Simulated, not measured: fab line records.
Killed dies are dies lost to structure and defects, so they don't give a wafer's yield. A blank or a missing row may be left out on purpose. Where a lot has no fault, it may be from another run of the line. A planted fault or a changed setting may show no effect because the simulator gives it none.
fab line records | flow nand-harc | part 1 of 2: steps 1 to 23 of 33
record: lots: 5 wafers: 15 last-day: 33
route steps=1302 shown A_SIN_REMOVE@947 A_WL_FILL@952 A_CONTACT@983
lots with no fault: from the same line, run without faults
start-h: hours from the record's opening day to when the first of the lot's shown wafers began | wait-h: hours elapsed since this lot's preceding step | " unchanged from the row above | L1.1+2: a row that stands for several wafers | - value missing, or start not given | * or withheld: withheld | < > ~ a bound
route shown NAME@n: NAME is a module with steps in the file, n the number in the route of the first one | usual: mean/standard deviation taken from wafers without a fault | same: alike in all rows | chamber/n: place in a boat | sites: each site's reading | _std_site: the standard deviation of these | _edge_site: the outer-site mean with the inner-site mean subtracted | radius-mm: for every site, how far away it sits from the centre of the wafer | mask NAME#n: copy n | behind: the most recent tool/chamber to have shaped the wafer | hold: why the lot went on hold/how many hours it stayed there/how the hold came to an end | device: names the non-switching transistor (n, p or np) | end of line: tests run on the same wafers once the route is complete | a step without rows: its recipe alone | killed: at the first sort, the dies lost to defects and structure; wafer yield is something else | map: per-die view of a wafer (x killed, . not killed, _ where there is no die)
set.NAME: setting as actually run; set.NAME@STEP: the setting as run at that earlier step | model.NAME: the simulator's own value behind a step, which no gauge read
lots at selected steps of the route; one table per step, one row per wafer
services: the hour from which a tool's chamber was out of use, counted from the record's first day as start-h (under 0 if before that day), plus the number of hours and why
== steps ==
step: NHARC_A_SIN_REMOVE_WET_00
recipe: temp-c: 160 time-s: 15300 chemistry: H3PO4
columns lot.wafer tool chamber start-h wait-h
L080.1+2+4 wet-h3po4-02 1 504.47 1.7
L079.1+3+5 wet-h3po4-01 1 506.22 1.7
L083.1+3+5 wet-h3po4-01 1 542.10 1.7
L086.3+4+5 wet-h3po4-01 0 576.87 1.0
L096.1+2+3 wet-h3po4-02 1 680.40 1.2
step: NHARC_A_SIN_REMOVE_PRECLEAN_01
recipe: time-s: * temp-c: 50 bath-age-min: 0 chemistry: SC1
columns lot.wafer tool chamber start-h wait-h
L080.1+2+4 wet-bench-05 2,6,7 509.28 0.0
L079.1+3+5 wet-bench-06 5,6,7 511.05 0.0
L083.1+5+3 wet-bench-03 7,0,2 546.88 0.0
L086.4+3+5 wet-bench-03 5,6,7 581.59 0.0
L096.3+2+1 wet-bench-05 1,3,4 685.18 0.0
step: NHARC_A_SIN_REMOVE_SRD_02
columns lot.wafer tool chamber start-h wait-h
L080.1+2+4 wet-bench-05 2,6,7 - -
L079.1+3+5 wet-bench-06 5,6,7 - -
L083.1+5+3 wet-bench-03 7,0,2 - -
L086.4+3+5 wet-bench-03 5,6,7 - -
L096.3+2+1 wet-bench-05 1,3,4 - -
step: NHARC_A_SIN_REMOVE_INSPECT_04
usual: raw-defect-count: 403/100
columns lot.wafer tool chamber start-h wait-h raw-defect-count
L080.1 defect-inspect-02 - 509.47 0.0 375
L080.2 " - " " 481
L080.4 " - " " 476
L079.1 defect-inspect-02 - 511.23 0.0 270
L079.3 " - " " 399
L079.5 " - " " 344
L083.1 defect-inspect-01 - 547.05 0.0 261
L083.3 " - " " 237
L083.5 " - " " 245
L086.3 defect-inspect-02 - 581.77 0.0 616
L086.4 " - " " 559
L086.5 " - " " 315
L096.1 defect-inspect-02 - 685.36 0.0 354
L096.2 " - " " 293
L096.3 " - " " 424
step: NHARC_A_WL_FILL_ALD_00
recipe: target-thk-a: 30 pulse-time-s: 3 ald-cycles: 30 temp-c: 300 material: Al2O3
usual: heater-power-w: 462/37 precursor-pulse-height-rel: 1.003/0.019
same: ald-cycles: 30
columns lot.wafer tool chamber start-h wait-h heater-power-w precursor-pulse-height-rel
L080.2 ald-hk-02 3 509.58 0.1 470 0.998
L080.1 " 0 " " 477 1.016
L080.4 " 1 " " 473 0.983
L079.3 ald-hk-02 3 511.35 0.1 485 1.020
L079.1 " 1 " " 466 0.977
L079.5 " 2 " " 390 1.053
L083.3 ald-hk-01 1 547.15 0.1 424 1.001
L083.1 " 3 " " 454 1.027
L083.5 " 1 " " 424 1.007
L086.4 ald-hk-04 2 581.84 0.1 467 1.027
L086.3 " 0 " " 483 0.988
L086.5 " 3 " " 437 0.993
L096.1 ald-hk-02 1 685.42 0.1 455 1.003
L096.3 " 2 " " 386 0.952
L096.2 " 0 " " 460 1.028
step: NHARC_A_WL_FILL_RTA_01
recipe: temp-c: 1000 time-s: 5
usual: lamp-power-pct: 31.8/0.54 lamp_zone_7_pct: 32.3/0.55 wafer_temp_C_max: 1003.8/0.73
columns lot.wafer tool chamber start-h wait-h lamp-power-pct lamp_zone_7_pct wafer_temp_C_max
L080.1 rtp-anneal-01 0 509.96 0.3 32.2 32.7 1002.4
L080.2 " 0 " " 32.2 32.7 1002.3
L080.4 " 0 " " 32.2 32.6 1002.5
L079.1 rtp-anneal-01 0 511.72 0.2 32.2 32.7 1003.0
L079.3 " 0 " " 32.2 32.6 1002.8
L079.5 " 0 " " 32.2 32.7 1003.3
L083.1 rtp-anneal-01 0 547.39 - 32.2 32.6 1004.4
L083.3 " 0 " " 32.2 32.7 1003.2
L083.5 " 0 " " 32.2 32.7 1004.5
L086.3 rtp-anneal-01 0 582.16 - 32.2 32.7 1004.4
L086.4 " 0 " " 32.2 32.7 1004.6
L086.5 " 0 " " 32.3 32.8 1004.7
L096.1 rtp-anneal-02 0 685.85 0.4 31.0 31.5 1005.0
L096.2 " 0 " " 31.1 31.5 1003.1
L096.3 " 0 " " 31.0 31.5 1003.3
step: NHARC_A_WL_FILL_ALD_02
recipe: target-thk-a: 20 pulse-time-s: 3 ald-cycles: 100 temp-c: 450 material: TiN
usual: heater-power-w: 1112/110 precursor-pulse-height-rel: 1.000/0.021
same: ald-cycles: 100
columns lot.wafer tool chamber start-h wait-h heater-power-w precursor-pulse-height-rel
L080.2 ald-metal-02 2 510.17 0.2 1045 1.001
L080.4 " 0 " " 882 0.994
L080.1 " 1 " " 1278 0.994
L079.3 ald-metal-03 2 511.97 0.2 1038 0.996
L079.1 " 3 " " 1153 0.969
L079.5 " 1 " " 1215 0.989
L083.1 ald-metal-02 1 547.64 0.2 1337 1.006
L083.3 " 2 " " 1051 0.983
L083.5 " 1 " " 1277 0.993
L086.3 ald-metal-03 0 582.32 0.1 1213 0.984
L086.4 " 1 " " 1231 1.021
L086.5 " 0 " " 1222 0.988
L096.2 ald-metal-02 1 686.07 0.2 1282 0.960
L096.1 " 2 " " 1043 1.022
L096.3 " 3 " " 1038 0.964
step: NHARC_A_WL_FILL_CVD_03
recipe: target-thk-a: 400 temp-c: 300 pressure-torr: 40 wf6-flow-sccm: 40 h2-flow-sccm: 1600 ar-flow-sccm: 1560 time-s: 279 material: W
usual: chamber-pressure-Torr: 40.02/0.087 heater-power-w: 482/27 throttle-valve-pct: 8.0/0.31
columns lot.wafer tool chamber start-h wait-h chamber-pressure-Torr heater-power-w throttle-valve-pct
L080.1 cvd-w-01 1 510.61 0.1 39.97 488 7.7
L080.2 " 0 " " 40.07 515 7.7
L080.4 " 1 " " 39.92 487 7.7
L079.1 cvd-w-02 1 512.37 0.1 40.07 475 8.5
L079.3 " 1 " " 40.16 460 8.2
L079.5 " 0 " " 39.87 463 8.2
L083.1 cvd-w-02 0 548.07 0.1 40.10 459 8.2
L083.3 " 1 " " 39.81 466 8.5
L083.5 " 1 " " 39.95 462 8.2
L086.4 cvd-w-01 1 582.86 0.2 39.87 508 7.7
L086.3 " 0 " " 40.09 516 7.9
L086.5 " 0 " " 39.99 507 7.6
L096.1 cvd-w-02 1 686.50 0.1 40.03 459 8.1
L096.2 " 0 " " 40.05 439 8.3
L096.3 " 1 " " 40.12 454 8.2
step: NHARC_A_WL_FILL_ETCHBACK_04
recipe: target-depth-a: 600 time-s: 120 chemistry: NF3
usual: chamber-pressure-mTorr: 300.0/0.33 drypump-motor-current-A: 5.4/0.5 oes-product-au: 1.000/0.011
columns lot.wafer tool chamber start-h wait-h chamber-pressure-mTorr drypump-motor-current-A oes-product-au rf-hours-counter-h
L080.2 rie-metal-02 1 510.98 0.3 299.9 4.8 0.996 0.8
L080.1 " 0 " " 299.7 5.7 0.986 0.8
L080.4 " 1 " " 300.2 4.8 0.995 -
L079.1 rie-metal-01 1 512.75 0.3 299.9 5.0 1.015 1.5
L079.3 " 1 " " 299.8 5.0 1.020 -
L079.5 " 1 " " 300.1 5.0 1.013 -
L083.1 rie-metal-03 1 548.47 0.4 299.6 6.1 0.998 0.2
L083.3 " 0 " " 299.7 5.0 1.006 -
L083.5 " 0 " " 299.8 5.0 1.008 -
L086.4 rie-metal-02 0 583.20 0.3 299.5 5.7 0.992 -
L086.3 " 1 " " 299.5 4.8 0.980 -
L086.5 " 0 " " 300.1 5.7 0.996 -
L096.1 rie-metal-02 1 686.87 0.3 300.1 4.8 1.021 1.0
L096.2 " 0 " " 299.9 5.7 1.019 1.0
L096.3 " 1 " " 299.8 4.8 1.010 -
step: NHARC_A_WL_FILL_ETCHBACK_05
recipe: target-depth-a: 220 time-s: 60 temp-c: 40 chemistry: Cl2/BCl3
usual: chamber-pressure-mTorr: 10.000/0.0086 drypump-motor-current-A: 5.4/0.5 oes-product-au: 1.000/0.011
columns lot.wafer tool chamber start-h wait-h chamber-pressure-mTorr drypump-motor-current-A oes-product-au rf-hours-counter-h
L080.2 rie-metal-02 0 511.23 0.2 9.997 5.7 0.991 1.0
L080.1 " 1 " " 9.995 4.8 0.987 1.0
L080.4 " 0 " " 9.987 5.7 0.991 -
L079.1 rie-metal-01 1 512.99 0.2 9.991 5.0 1.009 1.7
L079.3 " 0 " " 10.010 5.7 1.010 -
L079.5 " 1 " " 9.986 5.0 1.008 -
L083.1 rie-metal-03 0 548.69 0.2 10.008 5.0 1.011 0.4
L083.3 " 1 " " 10.000 6.1 0.997 -
L083.5 " 0 " " 9.998 5.0 1.019 -
L086.3 rie-metal-02 1 583.40 0.1 10.000 4.8 0.992 -
L086.4 " 0 " " 9.999 5.7 0.999 -
L086.5 " 0 " " 10.010 5.7 0.988 -
L096.1 rie-metal-02 0 687.12 0.2 9.997 5.7 1.013 1.1
L096.2 " 1 " " 10.006 4.8 1.010 1.1
L096.3 " 0 " " 9.993 5.8 1.014 -
step: NHARC_A_WL_FILL_STRIP_27
recipe: power-w: 1500 temp-c: 250 time-s: 20 chemistry: N2/H2
usual: drypump-motor-current-A: 5.73/0.26 heater-power-w: 338/11
columns lot.wafer tool chamber start-h wait-h drypump-motor-current-A heater-power-w rf-hours-counter-h
L080.1 plasma-asher-01 1 511.37 0.1 5.98 334 33
L080.2 " 0 " " 5.51 364 33
L080.4 " 0 " " 5.52 353 -
L079.1 plasma-asher-01 0 513.13 0.1 5.53 364 34
L079.3 " 1 " " 5.99 337 -
L079.5 " 1 " " 5.99 334 -
L083.1 plasma-asher-01 0 548.82 0.1 5.52 344 4
L083.3 " 0 " " 5.50 339 -
L083.5 " 0 " " 5.51 350 -
L086.4 plasma-asher-02 0 583.56 0.1 5.40 325 -
L086.3 " 1 " " 5.98 321 -
L086.5 " 1 " " 5.96 321 -
L096.1 plasma-asher-02 0 687.26 0.1 5.37 333 15
L096.2 " 1 " " 5.98 334 15
L096.3 " 0 " " 5.38 326 -
step: NHARC_A_WL_FILL_STRIP_28
recipe: time-s: 1200 temp-c: 72.5 chemistry: post-etch-residue-remover
columns lot.wafer tool chamber start-h wait-h
L080.1+2+4 wet-bench-04 3,5,7 511.54 0.2
L079.3+1+5 wet-bench-04 2,3,4 513.34 0.1
L083.5+1+3 wet-bench-07 2,4,7 548.99 0.1
L086.5+4+3 wet-bench-09 7,0,4 583.69 0.0
L096.2+3+1 wet-bench-04 4,6,7 687.44 0.1
step: NHARC_A_WL_FILL_PRECLEAN_06
recipe: time-s: 300 chemistry: DIW
columns lot.wafer tool chamber start-h wait-h
L080.1+2+4 wet-bench-04 3,5,7 - -
L079.3+1+5 wet-bench-04 2,3,4 - -
L083.5+1+3 wet-bench-07 2,4,7 - -
L086.5+4+3 wet-bench-09 7,0,4 - -
L096.2+3+1 wet-bench-04 4,6,7 - -
step: NHARC_A_WL_FILL_SRD_07
columns lot.wafer tool chamber start-h wait-h
L080.1+2+4 wet-bench-04 3,5,7 - -
L079.3+1+5 wet-bench-04 2,3,4 - -
L083.5+1+3 wet-bench-07 2,4,7 - -
L086.5+4+3 wet-bench-09 7,0,4 - -
L096.2+3+1 wet-bench-04 4,6,7 - -
step: NHARC_A_WL_FILL_ANNEAL_08
recipe: temp-c: 450 time-s: 1800
usual: spike-tc-centre-C: 452.3/1.4
columns lot.wafer tool chamber start-h wait-h spike-tc-centre-C
L079.1 furnace-04 0 514.78 - 452.6
L079.3 " 0 " " 454.3
L079.5 " 0 " " 453.2
L080.1 furnace-04 0 514.78 - 452.7
L080.2 " 0 " " 450.5
L080.4 " 0 " " 452.6
L083.1 furnace-01 0 552.71 - 451.3
L083.3 " 0 " " 450.2
L083.5 " 0 " " 453.5
L086.3 furnace-01 0 587.40 - 449.0
L086.4 " 0 " " 451.0
L086.5 " 0 " " 451.2
L096.1 furnace-04 0 690.55 - 453.1
L096.2 " 0 " " 452.0
L096.3 " 0 " " 452.3
step: NHARC_A_WL_FILL_ALD_10
recipe: target-thk-a: 500 pulse-time-s: 10 ald-cycles: 500 temp-c: 300 material: SiO2
usual: heater-power-w: 467/40 precursor-pulse-height-rel: 0.998/0.018
same: ald-cycles: 500
columns lot.wafer tool chamber start-h wait-h heater-power-w precursor-pulse-height-rel
L080.4 ald-hk-02 0 516.28 0.0 473 0.998
L080.2 " 1 " " 462 0.976
L080.1 " 3 517.83 1.6 479 1.007
L079.1 ald-hk-04 2 517.33 1.1 455 0.997
L079.3 " 3 " " 441 1.016
L079.5 " 1 518.89 2.7 551 0.985
L083.1 ald-hk-02 0 554.18 0.1 475 0.998
L083.3 " 3 555.72 1.6 467 1.009
L083.5 " 1 556.75 2.6 449 0.997
L086.4 ald-hk-04 0 589.43 0.6 485 0.999
L086.3 " 1 " " 536 0.996
L086.5 " 3 591.00 2.2 436 0.992
L096.3 ald-hk-02 0 692.57 0.6 468 1.018
L096.1 " 1 " " 454 1.017
L096.2 " 2 " " 390 0.999
step: NHARC_A_WL_FILL_ETCHBACK_16
recipe: target-depth-a: 1200 time-s: 24 c4f8-flow-sccm: withheld o2-flow-sccm: 8 ar-flow-sccm: withheld rf-w: 600 bias-w: 800 chemistry: C4F8/O2/Ar
usual: chamber-pressure-mTorr: 25.000/0.023 oes-product-au: 0.98/0.032 rf-fwd-power-W: 589/3.1 rf-vpp-V: 723/4.1
columns lot.wafer tool chamber start-h wait-h chamber-pressure-mTorr oes-product-au rf-fwd-power-W rf-hours-counter-h rf-vpp-V
L080.1 rie-diel-05 3 - - 24.982 0.93 593 3.3 723
L080.4 " 0 " " 24.991 0.91 586 2.9 726
L080.2 " 1 " " 25.017 0.92 591 2.2 719
L079.3 rie-diel-06 2 - - 24.984 0.94 584 1.0 723
L079.1 " 3 " " 25.005 0.93 591 1.0 718
L079.5 " 1 " " 25.032 0.93 593 - 728
L083.3 rie-diel-02 1 - - 24.965 0.94 586 4.6 729
L083.1 " 3 " " 25.026 0.92 590 4.4 725
L083.5 " 1 " " 25.032 0.93 586 - 730
L086.4 rie-diel-02 3 - - 24.998 1.00 590 0.2 725
L086.3 " 0 " " 24.971 0.98 593 0.2 720
L086.5 " 3 " " 24.963 1.01 588 - 727
L096.1 rie-diel-02 1 - - 25.000 1.00 587 2.4 731
L096.2 " 2 " " 24.983 0.99 589 2.2 723
L096.3 " 3 " " 24.960 0.99 587 2.2 726
step: NHARC_A_WL_FILL_STRIP_29
recipe: time-s: 20 o2-flow-sccm: 500 ar-flow-sccm: 0 bias-w: 0 chemistry: O2
usual: chamber-pressure-mTorr: 60.00/0.049 drypump-motor-current-A: 6.1/0.41 oes-product-au: 1.001/0.0095 rf-vpp-V: 57.9/0.91 showerhead-plenum-p-Torr: 3.53/0.13 throttle-valve-pct: 17.035/0.0092
columns lot.wafer tool chamber start-h wait-h chamber-pressure-mTorr drypump-motor-current-A oes-product-au rf-hours-counter-h rf-vpp-V showerhead-plenum-p-Torr throttle-valve-pct
L080.4 rie-diel-05 2 521.03 0.1 59.94 5.6 0.997 3.1 58.1 3.62 17.028
L080.2 " 3 " " 60.05 4.8 0.999 3.3 57.9 3.53 17.034
L080.1 " 0 " " 59.93 6.1 0.981 2.9 57.6 3.65 17.027
L079.3 rie-diel-06 3 521.08 0.1 59.92 5.8 0.991 1.0 57.3 3.34 17.031
L079.1 " 0 " " 59.98 6.1 0.997 1.1 58.2 3.42 17.039
L079.5 " 3 " " 60.02 5.9 0.989 - 58.8 3.34 17.037
L083.1 rie-diel-02 3 558.90 0.1 60.02 5.6 0.984 4.4 56.6 3.63 17.023
L083.3 " 1 " " 59.98 6.2 1.003 4.6 58.9 3.75 17.025
L083.5 " 0 " " 60.05 6.4 0.978 - 57.3 3.40 17.034
L086.4 rie-diel-02 3 593.71 0.1 59.99 5.6 1.019 0.2 58.2 3.64 17.039
L086.3 " 0 " " 60.02 6.4 1.000 0.2 56.7 3.40 17.042
L086.5 " 2 " " 59.96 6.4 1.009 - 58.0 3.49 17.044
L096.3 rie-diel-02 3 696.78 0.1 60.08 5.6 1.008 2.2 59.0 3.63 17.050
L096.1 " 1 " " 60.13 6.2 1.013 2.4 59.0 3.75 17.031
L096.2 " 2 " " 59.94 6.4 1.009 2.2 57.9 3.49 17.044
step: NHARC_A_WL_FILL_ETCHBACK_17
recipe: target-depth-a: 40 time-s: 26.7 chemistry: Cl2/BCl3
usual: chamber-pressure-mTorr: 10.000/0.0085 drypump-motor-current-A: 5.4/0.45 oes-product-au: 1.002/0.0092
columns lot.wafer tool chamber start-h wait-h chamber-pressure-mTorr drypump-motor-current-A oes-product-au rf-hours-counter-h
L080.1 rie-metal-02 1 521.12 - 9.991 4.8 0.996 1.1
L080.2 " 0 " " 10.002 5.7 0.981 1.1
L080.4 " 0 " " 10.009 5.7 0.988 -
L079.1 rie-metal-01 0 521.17 - 9.998 5.7 1.005 1.7
L079.3 " 0 " " 10.015 5.7 1.013 -
L079.5 " 1 " " 10.008 5.0 1.007 -
L083.1 rie-metal-02 0 558.98 - 9.979 5.7 1.005 1.8
L083.3 " 0 " " 9.988 5.7 0.991 -
L083.5 " 1 " " 10.010 4.8 0.997 -
L086.4 rie-metal-03 1 593.83 - 9.995 6.1 1.003 -
L086.3 " 0 " " 9.988 5.0 1.016 -
L086.5 " 0 " " 9.983 5.0 1.006 -
L096.2 rie-metal-01 1 696.86 - 9.991 5.0 0.990 1.8
L096.1 " 0 " " 9.996 5.7 1.002 1.8
L096.3 " 1 " " 10.009 5.0 0.990 -
step: NHARC_A_WL_FILL_PRECLEAN_18
recipe: time-s: 30 chemistry: dHF
columns lot.wafer tool chamber start-h wait-h
L080.2+1+4 wet-bench-09 7,2,4 521.30 0.1
L079.3+5+1 wet-bench-04 7,1,2 521.35 0.1
L083.3+5+1 wet-bench-04 7,0,2 559.18 0.1
L086.5+3+4 wet-bench-09 1,2,4 593.98 0.1
L096.3+2+1 wet-bench-07 6,7,2 697.05 0.1
step: NHARC_A_WL_FILL_SRD_21
columns lot.wafer tool chamber start-h wait-h
L080.2+1+4 wet-bench-09 7,2,4 521.33 0.0
L079.3+5+1 wet-bench-04 7,1,2 521.38 0.0
L083.3+5+1 wet-bench-04 7,0,2 559.19 0.0
L086.5+3+4 wet-bench-09 1,2,4 594.00 0.0
L096.3+2+1 wet-bench-07 6,7,2 697.08 0.0
step: NHARC_A_WL_FILL_CVD_23
recipe: target-thk-a: 400 temp-c: 620 pressure-mtorr: 200 time-s: 800 material: poly-Si
usual: spike-tc-centre-C: 620.8/1.8
columns lot.wafer tool chamber start-h wait-h spike-tc-centre-C
L079.1 lpcvd-poly-02 0 523.76 2.4 623.1
L079.3 " 0 " " 622.3
L079.5 " 0 " " 621.7
L080.1 lpcvd-poly-02 0 523.76 2.4 622.1
L080.2 " 0 " " 623.6
L080.4 " 0 " " 623.2
L083.1 lpcvd-poly-03 0 561.54 2.3 618.3
L083.3 " 0 " " 620.6
L083.5 " 0 " " 621.2
L086.3 lpcvd-poly-02 0 596.37 2.4 621.1
L086.4 " 0 " " 621.4
L086.5 " 0 " " 624.5
L096.1 lpcvd-poly-03 0 699.42 2.3 620.1
L096.2 " 0 " " 618.8
L096.3 " 0 " " 619.8
step: NHARC_A_WL_FILL_ETCHBACK_26
recipe: target-depth-a: 520 time-s: 13.3 hbr-flow-sccm: 150 rf-w: 350 icp-w: 350 bias-w: 60 chemistry: HBr
usual: chamber-pressure-mTorr: 14.999/0.015 drypump-motor-current-A: 5.7/0.54 oes-product-au: 1.003/0.01 rf-fwd-power-W: 342.4/1.6 throttle-valve-pct: 23.265/0.0089
columns lot.wafer tool chamber start-h wait-h chamber-pressure-mTorr drypump-motor-current-A oes-product-au rf-fwd-power-W rf-hours-counter-h throttle-valve-pct
L079.1 rie-si-02 2 526.35 0.4 15.025 5.9 1.015 340.3 0.5 23.260
L079.3 " 3 " " 14.999 6.5 0.996 344.8 0.5 23.281
L079.5 " 2 " " 14.988 5.9 1.015 340.9 - 23.257
L080.1 rie-si-01 1 526.35 0.4 15.017 5.4 1.005 340.0 1.0 23.264
L080.4 " 2 " " 14.981 4.7 1.004 341.6 1.0 23.270
L080.2 " 3 " " 14.986 5.1 0.998 343.7 0.9 23.268
L083.1 rie-si-06 2 564.09 0.4 15.007 6.2 1.001 342.3 0.7 23.277
L083.3 " 3 " " 14.998 5.1 0.996 343.7 0.8 23.263
L083.5 " 2 " " 14.986 6.2 1.002 342.7 - 23.265
L086.4 rie-si-06 0 598.97 0.4 15.025 5.2 1.007 341.0 0.9 23.270
L086.3 " 2 " " 14.975 6.2 1.003 342.9 0.9 23.266
L086.5 " 0 " " 14.964 5.2 1.014 342.6 - 23.270
L096.3 rie-si-06 2 701.98 0.4 15.013 6.2 1.028 342.1 0.6 23.276
L096.2 " 0 " " 14.990 5.2 1.009 343.7 0.6 23.264
L096.1 " 1 " " 15.007 6.3 1.012 339.9 0.6 23.257
